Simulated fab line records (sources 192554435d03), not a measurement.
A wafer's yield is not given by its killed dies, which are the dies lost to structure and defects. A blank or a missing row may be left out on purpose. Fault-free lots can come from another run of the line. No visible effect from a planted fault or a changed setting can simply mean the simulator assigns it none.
Split-lot study ; flow n5 finfet ; 21 wafers read from 7 lots, route of 1938 steps

## THE SPLIT
At N5_PASSIVATION_ETCH_54 (etches SiO2 in CHF3/O2, target depth 880 nm, time 440 s), the setting bias w was moved away from the recipe's 170 W on 10 of the 21 wafers read, by -13.3% to +16.4%. This setting was run at the recipe's value on the other wafers.

The reading comes from the split's own step.

## THE READING
rf vpp V, in V, at N5_PASSIVATION_ETCH_54 (etches SiO2 in CHF3/O2, target depth 880 nm, time 440 s). Fault-free wafers of this fab line usually give 525 V, standard deviation 12 V.

wafer;tool, chamber at the split;bias w as run, W;against the recipe;rf vpp V, V;against lot-mates on the recipe
L075.1;rie diel-04, 2;154.7;-9.0%;484;-16
L075.3;rie diel-04, 1;154.7;-9.0%;491;-9
L075.5;rie diel-04, 3;170;recipe;500;-
L082.1;rie diel-04, 1;170;recipe;529;-
L082.2;rie diel-04, 0;170;recipe;533;-
L082.6;rie diel-04, 1;170;recipe;529;-
L083.1;rie diel-02, 1;170;recipe;522;-
L083.3;rie diel-02, 0;170;recipe;539;-
L083.4;rie diel-02, 1;147.4;-13.3%;465;-66
L087.1;rie diel-03, 2;170;recipe;528;-
L087.2;rie diel-03, 0;197.9;+16.4%;602;+74
L087.4;rie diel-03, 1;197.9;+16.4%;602;+74
L093.3;rie diel-02, 1;178.8;+5.2%;542;+21
L093.5;rie diel-02, 1;170;recipe;521;-
L093.6;rie diel-02, 2;178.8;+5.2%;526;+5
L095.2;rie diel-02, 0;170;recipe;539;-
L095.4;rie diel-02, 3;158.3;-6.9%;508;-31
L095.6;rie diel-02, 0;158.3;-6.9%;508;-31
L096.1;rie diel-04, 1;161.1;-5.2%;505;-28
L096.3;rie diel-04, 0;170;recipe;533;-
L096.6;rie diel-04, 0;170;recipe;533;-

FIT RESULTS
A straight line over all 21 wafers: rf vpp V changes by +4.22 V for each +1% of bias w; r = +0.95; the points scatter about the line by 11 V.
The same after taking each lot's own level away (the mean of its wafers on the recipe; 21 wafers): +4.03 V for each +1%; r = +0.95; scatter 9.9 V.
The reading moves by 66 V for the largest change in bias w, on that fit.
Across the lots, their own levels run from 500.0 to 539.0 V, a range of 3.2 times the standard deviation given above.
Hence the lot-to-lot level has little effect on the slope; both slopes agree.
Check: with one of the wafers moved furthest among these (+16.4%) left out of the fit, the line predicts +64 V for it against its lot-mates. It came out at +74 V against them.
Tool readings at the split's step, against how far the setting was moved: rf vpp V r = +0.95.

## OTHER SPLITS APPLIED TO THESE WAFERS
Other splits were also applied to these wafers ahead of the reading. Each is held against what the fit with the lots' levels taken away leaves over:
other split on the same wafers;wafers away from the commonest value;r with rf vpp V (lot level and that fit taken away)
N5_MIM_BOT_SPUTTER_00 time s;7;-0.19
N5_MIM_TOP_LITHO_EXPOSE_05 dose mj;8;+0.21
N5_PASSIVATION_VIA_ETCH_13 bias w;6;-0.38
N5_PASSIVATION_PASS_ETCH_47 source w;7;+0.04

## THE WHOLE CHAIN: every reading that the file lists as answering this split, in the file's order
step;what it does;reading;change (the file's fit);r (the file's)
N5_PASSIVATION_ETCH_54;etches SiO2 in CHF3/O2, target depth 880 nm, time 440 s;rf vpp V;+4.18 V for each +1% of the setting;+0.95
N5_PASSIVATION_ETCH_54;etches SiO2 in CHF3/O2, target depth 880 nm, time 440 s;etch.depth nm (the simulator's own value, which no gauge read);+2.4 nm for each +1% of the setting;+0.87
N5_PASSIVATION_ETCH_54;etches SiO2 in CHF3/O2, target depth 880 nm, time 440 s;PASSIVATION.feature depth nm (the simulator's own value, which no gauge read);+2.4 nm for each +1% of the setting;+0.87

## FILE'S OWN FIT
rf vpp V changes by +4.18 V for each +1% of bias w, r = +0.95.
